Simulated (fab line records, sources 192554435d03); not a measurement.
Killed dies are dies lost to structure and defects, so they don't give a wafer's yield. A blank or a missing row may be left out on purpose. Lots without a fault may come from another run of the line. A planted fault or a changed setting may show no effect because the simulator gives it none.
Which tool did it? | flow n5_finfet | 11 lots, 33 wafers sampled, at 3 steps of a route of 1938

WHAT THE GAUGES READ, wafer by wafer
N5_BEOL_M14_CD_MEAS_28: target cd 284.4 nm.
lot  | measured     | on        | cd_nm (nm)
L141 | day 12 23:07 | cd_sem-03 | 281.1 285.7 283.2
L143 | day 12 23:38 | cd_sem-02 | 283.7 282.5 280.9
L145 | day 13 22:53 | cd_sem-03 | 276.4 275.5 275.0
L144 | day 14 03:22 | cd_sem-03 | 286.4 285.3 287.0
L149 | day 14 03:24 | cd_sem-02 | 278.2 275.2 275.4
L155 | day 15 05:14 | cd_sem-01 | 279.9 285.0 283.6
L157 | day 16 08:58 | cd_sem-01 | 285.0 283.7 283.0
L156 | day 16 12:26 | cd_sem-02 | 285.3 287.3 285.0
L158 | day 16 12:43 | cd_sem-01 | 285.8 285.7 284.9
L160 | day 17 13:01 | cd_sem-01 | 284.3 285.5 288.5
L162 | day 17 18:40 | cd_sem-03 | 282.7 281.5 282.8

WHICH TOOL RAN EACH LOT (tool, then ch and the chambers of the sampled wafers, then the start)
lot  | N5_BEOL_M13_DEP_53              | N5_BEOL_M14_PEB_26
L141 | pecvd-04 ch 1,2, day 12 21:31   | litho_track-05 ch 0, day 12 23:01
L143 | pecvd-04 ch 1,2, day 12 21:47   | litho_track-03 ch 0, day 12 23:31
L145 | pecvd-04 ch 0,1, day 13 21:24   | litho_track-03 ch 0, day 13 22:46
L144 | pecvd-02 ch 0,1,2, day 14 01:38 | litho_track-05 ch 0, day 14 03:15
L149 | pecvd-04 ch 0,1,2, day 14 01:46 | litho_track-03 ch 0, day 14 03:17
L155 | pecvd-02 ch 0,1, day 15 02:53   | litho_track-04 ch 0, day 15 05:08
L157 | pecvd-04 ch 0,1,2, day 16 07:30 | litho_track-04 ch 0, day 16 08:51
L156 | pecvd-01 ch 0,1,2, day 16 10:45 | litho_track-05 ch 0, day 16 12:19
L158 | pecvd-04 ch 0,1,2, day 16 11:04 | litho_track-05 ch 0, day 16 12:36
L160 | pecvd-04 ch 0,2, day 17 11:26   | litho_track-03 ch 0, day 17 12:54
L162 | pecvd-02 ch 0,1,2, day 17 16:12 | litho_track-04 ch 0, day 17 18:33
- N5_BEOL_M13_DEP_53: deposits SiCN from 3MS/NH3, target thk 50 nm, time 17.8 s.
- N5_BEOL_M14_PEB_26: peb time 90 s.

THE ANSWER, worked out from the rows above alone
Rule: what is usual is taken from the lots themselves. Put in order of their means at a reading, lots are off if they are a third of the lots or fewer, leave a main group of 4 or more, and stand apart from it by a gap of 3 or more times the standard deviation of the main group's means; of several such gaps the widest counts. A main group whose means are all the same, to the digits that the tables above print for the reading, isn't used. A lot without any number at a reading at which 4 lots or more have one is off too. The other lots that the step has rows for count as sound.
Off: L145, L149, at N5_BEOL_M14_CD_MEAS_28 (cd_nm). The main group: mean 284.3 nm, standard deviation 1.6.
A tool fits if, at a process step before that reading, it ran every lot that is off, and no sound lot after the first of them. The gauges at N5_BEOL_M14_CD_MEAS_28 are tried like those tools. None of those tried fits.

WHAT THE SIMULATOR HAD PUT IN
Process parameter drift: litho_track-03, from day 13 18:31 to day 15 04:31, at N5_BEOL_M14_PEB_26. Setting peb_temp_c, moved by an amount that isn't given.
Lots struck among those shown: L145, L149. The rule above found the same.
